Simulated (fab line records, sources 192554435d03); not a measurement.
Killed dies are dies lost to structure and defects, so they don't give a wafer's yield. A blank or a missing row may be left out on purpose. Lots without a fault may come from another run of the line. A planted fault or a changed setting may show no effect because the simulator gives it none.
fab line records | flow n5_finfet
record lots=7 wafers=21
route steps=1938 shown WELL_APT@24 PMOS_HMC_CHANNEL_EPI@58 FIN_SAQP@147 DUMMY_GATE@222 SD_EPI_P@312
start_h: hours from the record's first day to the start of the lot's first wafer shown | wait_h: hours since the lot's step before | " the same as in the row above | L1.1+2: a row that stands for several wafers | - no value, or no start given | * or withheld: withheld | < > ~ a bound
route shown NAME@n: a module of which the file shows steps, and the number in the route of the first | usual: mean/standard deviation of fault-free wafers | same: alike in all rows | chamber/n: place in a boat | sites: the reading at each site | _std_site: their standard deviation | _edge_site: outer sites' mean less inner sites' | radius_mm: how far each site lies from the wafer's centre | mask NAME#n: copy n | behind: the tool/chamber that last shaped the wafer | hold: why the lot was held/for how many hours/how that ended | device: the transistor (n, p or np) that didn't switch | end of line: the same wafers' tests at the end of the route | a step without rows: its recipe alone | killed: dies lost to structure and defects at the first sort, not the wafer's yield | map: a wafer's dies, x killed, . not, _ none there
set.NAME: the setting as run; set.NAME@STEP: as run at that earlier step | model.NAME: the simulator's own value behind a step, which no gauge read
lots whose settings were changed on purpose; a table a step, a row a wafer
## steps
# step N5_WELL_APT_EXPOSE_05
# recipe mask_id=NWELL na=0.8 source_shape=conventional sigma_outer=0.8 polarization=unpolarized defocus_nm=0 target_cd_nm=200 dose_mj=20.3
# columns lot.wafer tool chamber start_h wait_h mask set.dose_mj
L074.2+4+6 krf_scanner-02 0 13.61 - NWELL#0 20.3
L075.2+5 krf_scanner-02 0 19.39 - NWELL#0 20.92
L075.6 " 0 " " NWELL#0 20.3
L080.1+4 krf_scanner-02 0 49.58 - NWELL#0 20.3
L080.5 " 0 " " NWELL#0 21.53
L086.2+5 krf_scanner-02 0 85.70 - NWELL#0 20.3
L086.4 " 0 " " NWELL#0 19.53
L087.1+6 krf_scanner-01 0 91.53 - NWELL#0 20.3
L087.2 " 0 " " NWELL#0 19.02
L095.1+2+4 krf_scanner-02 0 139.41 - NWELL#0 20.3
L096.1+2 krf_scanner-02 0 145.54 - NWELL#0 19.83
L096.4 " 0 " " NWELL#0 20.3
# step N5_WELL_APT_DEVELOP_07
# recipe develop_time_s=45 rinse_liquid=surfactant_rinse dry=air_spin dev_temp_c=21
# columns lot.wafer tool chamber start_h wait_h set.develop_time_s
L074.2+4+6 litho_track-03 0 - - 45
L075.2+5+6 litho_track-03 0 - - 45
L080.1 litho_track-02 0 - - 45
L080.4+5 " 0 " " 41.43
L086.2+4 litho_track-02 0 - - 37.07
L086.5 " 0 " " 45
L087.1+2 litho_track-05 0 - - 45
L087.6 " 0 " " 54.51
L095.1+2 litho_track-03 0 - - 37.84
L095.4 " 0 " " 45
L096.1+2+4 litho_track-05 0 - - 45
# step N5_WELL_APT_HARDBAKE_12
# recipe temp_c=130 time_s=120
# step N5_WELL_APT_CD_MEAS_08
# recipe target_cd_nm=200 landing_energy_ev=500 detector=se_inlens
# usual cd_nm=200.4/1.1
# columns lot.wafer tool chamber start_h wait_h set.dose_mj@WELL_APT_EXPOSE_05 cd_nm
L074.2 cd_sem-01 0 13.78 - 20.3 200.5
L074.4 " 0 " " 20.3 199.6
L074.6 " 0 " " 20.3 201.7
L075.2 cd_sem-01 0 19.56 - 20.92 205.7
L075.5 " 0 " " 20.92 205.5
L075.6 " 0 " " 20.3 200.5
L080.1 cd_sem-01 0 49.75 - 20.3 198.9
L080.4 " 0 " " 20.3 198.2
L080.5 " 0 " " 21.53 207.7
L086.2 cd_sem-01 0 85.87 - 20.3 199.6
L086.4 " 0 " " 19.53 195.8
L086.5 " 0 " " 20.3 202.5
L087.1 cd_sem-03 0 91.70 - 20.3 199.3
L087.2 " 0 " " 19.02 188.6
L087.6 " 0 " " 20.3 202.1
L095.1 cd_sem-01 0 139.58 - 20.3 199.9
L095.2 " 0 " " 20.3 201.2
L095.4 " 0 " " 20.3 201.5
L096.1 cd_sem-03 0 145.71 - 19.83 197.0
L096.2 " 0 " " 19.83 195.9
L096.4 " 0 " " 20.3 201.5
# step N5_WELL_APT_DESCUM_13
# recipe chemistry=O2 time_s=7.9 source_power_w=50 bias_power_w=20 pressure_mtorr=20 rf_frequency_hz=2.712e+07 temp_c=40 o2_flow_sccm=225
# columns lot.wafer tool chamber start_h wait_h set.dose_mj@WELL_APT_EXPOSE_05 model.WELL_APT.cd_nm
L074.2 rie_diel-04 1 13.87 0.0 20.3 200.3
L074.4 " 2 " " 20.3 199.2
L074.6 " 0 " " 20.3 201.6
L075.2 rie_diel-04 0 20.16 0.6 20.92 205.7
L075.5 " 1 " " 20.92 205.5
L075.6 " 0 " " 20.3 200.9
L080.1 rie_diel-04 3 49.84 0.0 20.3 198.9
L080.4 " 1 " " 20.3 198.3
L080.5 " 2 " " 21.53 207.4
L086.2 rie_diel-01 1 85.98 0.1 20.3 200
L086.4 " 2 " " 19.53 195.8
L086.5 " 1 " " 20.3 202.3
L087.1 rie_diel-04 2 92.05 0.3 20.3 199
L087.2 " 0 " " 19.02 188.6
L087.6 " 1 " " 20.3 201.8
L095.1 rie_diel-01 2 139.79 0.2 20.3 199.8
L095.2 " 0 " " 20.3 201.3
L095.4 " 3 " " 20.3 201.8
L096.1 rie_diel-04 2 145.84 0.1 19.83 196.9
L096.2 " 0 " " 19.83 196
L096.4 " 2 " " 20.3 201.1
# step N5_PMOS_HMC_CHANNEL_EPI_COAT_31
# recipe resist=BARC temp_c=205 time_s=60 spin_rpm=1500 resist_thk_nm=66
# columns lot.wafer tool chamber start_h wait_h set.spin_rpm model.BARC_of_PMOS_HMC_CHANNEL_EPI_COAT_31.thk_nm
L074.2 litho_track-04 0 17.29 0.0 1500 66.18
L074.4 " 0 " " 1500 66.2
L074.6 " 0 " " 1500 66.01
L075.2 litho_track-03 0 23.48 0.0 1438 67.56
L075.5 " 0 " " 1500 65.89
L075.6 " 0 " " 1438 67.41
L080.1 litho_track-01 0 53.01 0.0 1610 63.81
L080.4 " 0 " " 1500 66.11
L080.5 " 0 " " 1610 63.92
L086.2 litho_track-04 0 89.09 0.0 1581 64.41
L086.4 " 0 " " 1500 66.25
L086.5 " 0 " " 1581 64.36
L087.1 litho_track-04 0 95.55 0.0 1500 65.9
L087.2 " 0 " " 1545 64.95
L087.6 " 0 " " 1500 66
L095.1 litho_track-03 0 143.03 0.0 1359 69.61
L095.2 " 0 " " 1500 66.07
L095.4 " 0 " " 1500 66.19
L096.1 litho_track-04 0 149.34 0.1 1655 63.16
L096.2 " 0 " " 1500 66.18
L096.4 " 0 " " 1655 63.03
# step N5_PMOS_HMC_CHANNEL_EPI_PEB_07
# recipe peb_temp_c=110 peb_time_s=60 resist=CAR-ArF-block
# columns lot.wafer tool chamber start_h wait_h set.peb_temp_c
L074.2+4+6 litho_track-04 0 17.44 0.0 110
L075.2 litho_track-01 0 23.76 0.0 108.3
L075.5+6 " 0 " " 110
L080.1+4+5 litho_track-03 0 53.29 0.1 110
L086.2 litho_track-03 0 89.37 0.0 110
L086.4+5 " 0 " " 107.5
L087.1+6 litho_track-01 0 95.71 0.1 110
L087.2 " 0 " " 107.4
L095.1+2+4 litho_track-01 0 143.31 0.1 110
L096.1+2+4 litho_track-03 0 149.49 0.1 110
# step N5_PMOS_HMC_CHANNEL_EPI_DEVELOP_08
# recipe develop_time_s=30 developer=TMAH resist=CAR-ArF-block dev_temp_c=23 rinse_liquid=diw dry=air_spin
# step N5_PMOS_HMC_CHANNEL_EPI_CD_MEAS_09
# recipe target_cd_nm=237.4 landing_energy_ev=500 detector=se_inlens
# usual cd_nm=237.9/0.86
# columns lot.wafer tool chamber start_h wait_h set.peb_temp_c@PMOS_HMC_CHANNEL_EPI_PEB_07 cd_nm
L074.2 cd_sem-03 0 17.51 - 110 237.0
L074.4 " 0 " " 110 238.4
L074.6 " 0 " " 110 237.7
L075.2 cd_sem-01 0 23.83 - 108.3 233.1
L075.5 " 0 " " 110 238.3
L075.6 " 0 " " 110 239.2
L080.1 cd_sem-01 0 53.36 - 110 238.1
L080.4 " 0 " " 110 238.7
L080.5 " 0 " " 110 238.0
L086.2 cd_sem-03 0 89.44 - 110 237.2
L086.4 " 0 " " 107.5 229.3
L086.5 " 0 " " 107.5 229.2
L087.1 cd_sem-02 0 95.77 - 110 238.2
L087.2 " 0 " " 107.4 229.2
L087.6 " 0 " " 110 237.8
L095.1 cd_sem-01 0 143.38 - 110 239.5
L095.2 " 0 " " 110 238.2
L095.4 " 0 " " 110 239.8
L096.1 cd_sem-01 0 149.56 - 110 238.3
L096.2 " 0 " " 110 237.7
L096.4 " 0 " " 110 238.0
# step N5_PMOS_HMC_CHANNEL_EPI_DESCUM_14
# recipe chemistry=O2 time_s=7.9 source_power_w=50 bias_power_w=20 pressure_mtorr=20 rf_frequency_hz=2.712e+07 temp_c=40 resist=CAR-ArF-block o2_flow_sccm=225
# columns lot.wafer tool chamber start_h wait_h set.peb_temp_c@PMOS_HMC_CHANNEL_EPI_PEB_07 model.PMOS_HMC_CHANNEL_EPI.cd_nm
L074.2 rie_diel-06 0 17.60 0.0 110 237
L074.4 " 1 " " 110 238.3
L074.6 " 3 " " 110 237.6
L075.2 rie_diel-03 2 24.11 0.2 108.3 233.3
L075.5 " 2 " " 110 238.4
L075.6 " 3 " " 110 239.3
L080.1 rie_diel-06 0 53.45 0.0 110 238
L080.4 " 2 " " 110 238.4
L080.5 " 0 " " 110 238.1
L086.2 rie_diel-03 0 89.92 0.4 110 237.1
L086.4 " 3 " " 107.5 229.3
L086.5 " 3 " " 107.5 229.2
L087.1 rie_diel-03 1 95.86 0.0 110 238.3
L087.2 " 2 " " 107.4 228.9
L087.6 " 2 " " 110 237.7
L095.1 rie_diel-05 2 143.79 0.4 110 239.6
L095.2 " 0 " " 110 238.3
L095.4 " 1 " " 110 239.5
L096.1+4 rie_diel-03 0,3 149.65 0.0 110 238.1
L096.2 " 1 " " 110 237.5
# step N5_PMOS_HMC_CHANNEL_EPI_ETCH_32
# recipe chemistry=N2/H2 target=BARC stop_on=SiO2 target_depth_a=858 over_etch_frac=0.3 time_s=50.3 ion_energy_ev=200 mask_material=CAR-ArF-block pressure_mtorr=30 source_w=840 bias_w=150 n2_flow_sccm=200 h2_flow_sccm=200
# columns lot.wafer tool chamber start_h wait_h set.spin_rpm@PMOS_HMC_CHANNEL_EPI_COAT_31 set.peb_temp_c@PMOS_HMC_CHANNEL_EPI_PEB_07 model.PMOS_HMC_CHANNEL_EPI.cd_nm model.etch.depth_nm
L074.2 rie_diel-06 0 17.63 0.0 1500 110 239.3 66.18
L074.4 " 1 " " 1500 110 240.7 66.2
L074.6 " 3 " " 1500 110 240.6 66.01
L075.2 rie_diel-03 2 24.15 0.0 1438 108.3 236.2 67.56
L075.5 " 2 " " 1500 110 241.7 65.89
L075.6 " 3 " " 1438 110 242.6 67.41
L080.1 rie_diel-06 0 53.48 0.0 1610 110 240.6 63.81
L080.4 " 2 " " 1500 110 241.7 66.11
L080.5 " 0 " " 1610 110 240.5 63.92
L086.2 rie_diel-03 0 89.96 0.0 1581 110 239.5 64.41
L086.4 " 3 " " 1500 107.5 231.6 66.25
L086.5 " 3 " " 1581 107.5 232.1 64.36
L087.1 rie_diel-03 1 95.90 0.0 1500 110 241 65.9
L087.2 " 2 " " 1545 107.4 230.5 64.95
L087.6 " 2 " " 1500 110 239.7 66
L095.1 rie_diel-05 2 143.83 0.0 1359 110 242.6 69.61
L095.2 " 0 " " 1500 110 240.9 66.07
L095.4 " 1 " " 1500 110 242.5 66.19
L096.1 rie_diel-03 0 149.68 0.0 1655 110 240.6 63.16
L096.2 " 1 " " 1500 110 239.4 66.18
L096.4 " 3 " " 1655 110 240.9 63.03
# step N5_FIN_SAQP_FIN_ETCH_36
# recipe chemistry=HBr/Cl2/O2 target_depth_a=1200 mask_material=SiNx time_s=50.4 bias_w=102 pressure_mtorr=10 icp_w=800 HBr_flow_sccm=150 Cl2_flow_sccm=80 O2_flow_sccm=12
# columns lot.wafer tool chamber start_h wait_h set.icp_w model.FIN_SAQP.feature_depth_nm model.etch.depth_nm
L074.2 rie_si-02 0 28.64 0.0 800 121.4 121.4
L074.4 " 2 " " 800 122.4 122.3
L074.6 " 0 " " 800 120.8 120.9
L075.2 rie_si-01 2 32.75 0.0 838.7 123.6 123.6
L075.5 " 0 " " 838.7 122 122
L075.6 " 3 " " 800 119.6 119.6
L080.1 rie_si-02 2 66.94 0.0 800 121.2 121.1
L080.4 " 3 " " 800 120.6 120.6
L080.5 " 3 " " 800 120.6 120.5
L086.2 rie_si-01 1 99.91 0.0 800 119 119.1
L086.4 " 3 " " 847.9 122.8 122.8
L086.5 " 1 " " 800 120.8 120.8
L087.1 rie_si-06 1 104.34 0.0 800 120.2 120.2
L087.2 " 0 " " 694.7 113.4 113.4
L087.6 " 1 " " 694.7 111.6 111.6
L095.1 rie_si-06 3 154.09 0.0 800 119.6 119.6
L095.2 " 0 " " 800 121 121
L095.4 " 2 " " 800 120.4 120.5
L096.1 rie_si-06 2 161.19 0.0 800 121 121
L096.2 " 3 " " 851.6 122.8 122.8
L096.4 " 1 " " 800 119.2 119.3
# step N5_FIN_SAQP_PRECLEAN_38
# recipe chemistry=O3/DIW time_s=45 temp_c=22 o3_ppm=10
# step N5_FIN_SAQP_PRECLEAN_45
# recipe chemistry=dHF time_s=10 dilution=500:1 temp_c=25
# step N5_FIN_SAQP_SRD_39
# recipe dry=ipa_marangoni time_s=30 temp_c=23 rinse_liquid=diw
# step N5_FIN_SAQP_OCD_MEAS_76
# usual trench_depth_nm=120.2/1
# columns lot.wafer tool chamber start_h wait_h set.icp_w@FIN_SAQP_FIN_ETCH_36 trench_depth_nm
L074.2 ocd-01 - 28.86 0.0 800 121.3
L074.4 " - " " 800 122.1
L074.6 " - " " 800 120.5
L075.2 ocd-01 - 32.97 0.0 838.7 123.6
L075.5 " - " " 838.7 122.1
L075.6 " - " " 800 119.7
L080.1 ocd-01 - 67.16 0.0 800 121.2
L080.4 " - " " 800 120.4
L080.5 " - " " 800 120.2
L086.2 ocd-02 - 100.14 0.0 800 119.0
L086.4 " - " " 847.9 122.3
L086.5 " - " " 800 120.5
L087.1 ocd-01 - 104.56 0.0 800 120.3
L087.2 " - " " 694.7 113.2
L087.6 " - " " 694.7 111.4
L095.1 ocd-01 - 154.31 0.0 800 120.0
L095.2 " - " " 800 120.9
L095.4 " - " " 800 120.5
L096.1 ocd-02 - 161.40 0.0 800 121.2
L096.2 " - " " 851.6 122.9
L096.4 " - " " 800 119.5
# step N5_DUMMY_GATE_COAT_34
# recipe resist=SOC temp_c=250 time_s=60 spin_rpm=1500 resist_thk_nm=60
# columns lot.wafer tool chamber start_h wait_h set.spin_rpm model.SOC_of_DUMMY_GATE_COAT_34.thk_nm
L074.2+4 litho_track-04 0 49.89 0.0 1500 60.2
L074.6 " 0 " " 1500 60
L075.2+5+6 litho_track-05 0 56.83 0.0 1500 60
L080.1 litho_track-05 0 85.66 0.0 1379 62.2
L080.4 " 0 " " 1500 60
L080.5 " 0 " " 1500 59.8
L086.2+4 litho_track-04 0 122.66 0.0 1500 60.2
L086.5 " 0 " " 1500 60.4
L087.1 litho_track-01 0 125.05 0.0 1500 60.2
L087.2 " 0 " " 1427 61.8
L087.6 " 0 " " 1500 60.4
L095.1 litho_track-05 0 173.24 0.0 1417 61.8
L095.2 " 0 " " 1500 60
L095.4 " 0 " " 1500 60.2
L096.1+2 litho_track-04 0 184.08 0.0 1552 59
L096.4 " 0 " " 1552 59.2
# step N5_DUMMY_GATE_COAT_28
# recipe resist=underlayer temp_c=205 time_s=60 spin_rpm=1500 resist_thk_nm=10
# columns lot.wafer tool chamber start_h wait_h set.spin_rpm model.underlayer_of_DUMMY_GATE_COAT_28.thk_nm
L074.2+4+6 litho_track-04 0 - - 1500 10
L075.2+5 litho_track-05 0 - - 1365 10.4
L075.6 " 0 " " 1500 10
L080.1+5 litho_track-05 0 - - 1500 10
L080.4 " 0 " " 1360 10.4
L086.2+4 litho_track-04 0 - - 1500 10
L086.5 " 0 " " 1588 9.8
L087.1 litho_track-01 0 - - 1600 9.6
L087.2+6 " 0 " " 1500 10
L095.1+2+4 litho_track-05 0 - - 1631 9.6
L096.1+2+4 litho_track-04 0 - - 1500 10
# step N5_DUMMY_GATE_COAT_09
# recipe resist=CAR-EUV spin_rpm=1500 resist_thk_nm=30
# step N5_DUMMY_GATE_EBR_11
# recipe solvent=PGMEA ebr_width_mm=1.5
# step N5_DUMMY_GATE_ETCH_29
# recipe chemistry=N2/H2 target=underlayer target_depth_a=130 ion_energy_ev=200 pressure_mtorr=30 source_w=840 bias_w=150 n2_flow_sccm=200 h2_flow_sccm=200
# step N5_DUMMY_GATE_ETCH_36
# recipe chemistry=CF4 target=SiARC target_depth_a=130 pressure_mtorr=40 source_w=545 bias_w=36 Ar_flow_sccm=100 cf4_flow_sccm=100 ion_energy_ev=80
# step N5_DUMMY_GATE_ETCH_37
# recipe chemistry=N2/H2 target=SOC target_depth_a=600 overetch_a=300 temp_c=40 ion_energy_ev=200 pressure_mtorr=30 source_w=840 bias_w=150 n2_flow_sccm=200 h2_flow_sccm=200
# columns lot.wafer tool chamber start_h wait_h set.spin_rpm@DUMMY_GATE_COAT_34 model.etch.depth_nm
L074.2 rie_diel-03 2 50.43 0.0 1500 60.25
L074.4 " 0 " " 1500 60.17
L074.6 " 1 " " 1500 59.97
L075.2+6 rie_diel-03 0,3 57.41 0.0 1500 60.03
L075.5 " 0 " " 1500 60
L080.1 rie_diel-06 1 86.53 0.0 1379 62.23
L080.4 " 3 " " 1500 59.9
L080.5 " 2 " " 1500 59.82
L086.2 rie_diel-05 2 123.36 0.0 1500 60.13
L086.4 " 3 " " 1500 60.23
L086.5 " 1 " " 1500 60.33
L087.1 rie_diel-06 1 125.86 0.0 1500 60.1
L087.2 " 3 " " 1427 61.8
L087.6 " 3 " " 1500 60.34
L095.1 rie_diel-03 0 173.78 0.0 1417 61.8
L095.2 " 1 " " 1500 60.03
L095.4 " 2 " " 1500 60.12
L096.1 rie_diel-03 3 184.78 0.0 1552 59.03
L096.2 " 2 " " 1552 58.94
L096.4 " 1 " " 1552 59.13
# step N5_DUMMY_GATE_STRIP_38
# recipe chemistry=N2/H2 temp_c=40 n2_flow_sccm=200 h2_flow_sccm=200 rf_frequency_hz=6e+07
# step N5_DUMMY_GATE_STRIP_39
# recipe chemistry=N2/H2 temp_c=40 n2_flow_sccm=200 h2_flow_sccm=200 rf_frequency_hz=6e+07
# step N5_DUMMY_GATE_STRIP_40
# recipe chemistry=CF4 resist=SiARC power_w=300 bias_power_w=75 pressure_mtorr=50 cf4_flow_sccm=150 rf_frequency_hz=6e+07
# step N5_DUMMY_GATE_ETCH_31
# recipe chemistry=C4F6/O2 target=SiO2 mask_material=SOC target_depth_a=825 time_s=27.5 ion_energy_ev=250 pressure_mtorr=30 source_w=345 bias_w=185 Ar_flow_sccm=300 C4F6_flow_sccm=10 O2_flow_sccm=10
# columns lot.wafer tool chamber start_h wait_h set.spin_rpm@DUMMY_GATE_COAT_34 model.SOC_of_DUMMY_GATE_COAT_34.thk_nm
L074.2 rie_diel-05 3 50.72 0.0 1500 52
L074.4+6 " 2,0 " " 1500 51.8
L075.2+5+6 rie_diel-06 3,1,0 57.73 0.0 1500 51.8
L080.1 rie_diel-05 0 86.81 0.0 1379 54
L080.4 " 3 " " 1500 51.8
L080.5 " 2 " " 1500 51.4
L086.2 rie_diel-06 2 123.81 0.2 1500 51.8
L086.4+5 " 3 " " 1500 52.2
L087.1 rie_diel-06 2 126.29 0.2 1500 51.8
L087.2 " 1 " " 1427 53.8
L087.6 " 3 " " 1500 52.2
L095.1 rie_diel-03 3 174.08 0.0 1417 53.6
L095.2+4 " 1,0 " " 1500 51.8
L096.1+4 rie_diel-03 3,2 185.24 0.0 1552 51
L096.2 " 0 " " 1552 50.6
# step N5_SD_EPI_P_ETCH_16
# recipe chemistry=CHF3/O2 target=SiO2 target_depth_a=50 mask_material=SOC pressure_mtorr=30 source_w=650 bias_w=170 Ar_flow_sccm=200 CHF3_flow_sccm=50 O2_flow_sccm=5 ion_energy_ev=200
# columns lot.wafer tool chamber start_h wait_h set.target_depth_a model.etch.depth_nm
L074.2 rie_diel-06 0 57.58 0.1 50 4.949
L074.4 " 3 " " 50 5.052
L074.6 " 3 " " 50 5.067
L075.2 rie_diel-06 1 65.92 0.1 47.77 4.727
L075.5 " 0 " " 50 4.918
L075.6 " 1 " " 47.77 4.709
L080.1 rie_diel-05 0 93.64 0.1 52.71 5.176
L080.4 " 3 " " 50 4.962
L080.5 " 1 " " 52.71 5.342
L086.2 rie_diel-06 3 131.13 0.1 52.93 5.263
L086.4 " 2 " " 50 5.048
L086.5 " 1 " " 50 4.916
L087.1 rie_diel-06 3 134.71 0.1 50 4.904
L087.2 " 1 " " 50 4.889
L087.6 " 3 " " 50 4.924
L095.1 rie_diel-05 3 181.15 0.1 50 4.934
L095.2 " 1 " " 45.91 4.618
L095.4 " 0 " " 45.91 4.568
L096.1 rie_diel-06 1 193.00 0.1 50 5.026
L096.2 " 2 " " 45.81 4.672
L096.4 " 2 " " 45.81 4.62
## key
split step=N5_WELL_APT_EXPOSE_05 setting=dose_mj stated=20.3 by=wafer
response step=N5_WELL_APT_CD_MEAS_08 reading=cd_nm change=+1.7 per=1% r=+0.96
response step=N5_WELL_APT_DESCUM_13 reading=model.WELL_APT.cd_nm change=+1.65 per=1% r=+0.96
split step=N5_WELL_APT_DEVELOP_07 setting=develop_time_s stated=45 by=wafer
response none clear
split step=N5_PMOS_HMC_CHANNEL_EPI_COAT_31 setting=spin_rpm stated=1500 by=wafer
response step=N5_PMOS_HMC_CHANNEL_EPI_COAT_31 reading=model.BARC_of_PMOS_HMC_CHANNEL_EPI_COAT_31.thk_nm change=-0.331 per=1% r=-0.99
response step=N5_PMOS_HMC_CHANNEL_EPI_ETCH_32 reading=model.etch.depth_nm change=-0.331 per=1% r=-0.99
split step=N5_PMOS_HMC_CHANNEL_EPI_PEB_07 setting=peb_temp_c stated=110 by=wafer
response step=N5_PMOS_HMC_CHANNEL_EPI_CD_MEAS_09 reading=cd_nm change=+3.62 per=1% r=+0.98
response step=N5_PMOS_HMC_CHANNEL_EPI_DESCUM_14 reading=model.PMOS_HMC_CHANNEL_EPI.cd_nm change=+3.66 per=1% r=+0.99
response step=N5_PMOS_HMC_CHANNEL_EPI_ETCH_32 reading=model.PMOS_HMC_CHANNEL_EPI.cd_nm change=+3.79 per=1% r=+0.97
split step=N5_FIN_SAQP_FIN_ETCH_36 setting=icp_w stated=800 by=wafer
response step=N5_FIN_SAQP_FIN_ETCH_36 reading=model.FIN_SAQP.feature_depth_nm change=+0.553 per=1% r=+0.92
response step=N5_FIN_SAQP_FIN_ETCH_36 reading=model.etch.depth_nm change=+0.553 per=1% r=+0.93
response step=N5_FIN_SAQP_OCD_MEAS_76 reading=trench_depth_nm change=+0.553 per=1% r=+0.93
split step=N5_DUMMY_GATE_COAT_34 setting=spin_rpm stated=1500 by=wafer
response step=N5_DUMMY_GATE_COAT_34 reading=model.SOC_of_DUMMY_GATE_COAT_34.thk_nm change=-0.295 per=1% r=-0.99
response step=N5_DUMMY_GATE_ETCH_37 reading=model.etch.depth_nm change=-0.304 per=1% r=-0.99
response step=N5_DUMMY_GATE_ETCH_31 reading=model.SOC_of_DUMMY_GATE_COAT_34.thk_nm change=-0.319 per=1% r=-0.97
split step=N5_DUMMY_GATE_COAT_28 setting=spin_rpm stated=1500 by=wafer
response step=N5_DUMMY_GATE_COAT_28 reading=model.underlayer_of_DUMMY_GATE_COAT_28.thk_nm change=-0.0452 per=1% r=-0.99
split step=N5_SD_EPI_P_ETCH_16 setting=target_depth_a stated=50 by=wafer
response step=N5_SD_EPI_P_ETCH_16 reading=model.etch.depth_nm change=+0.0458 per=1% r=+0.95
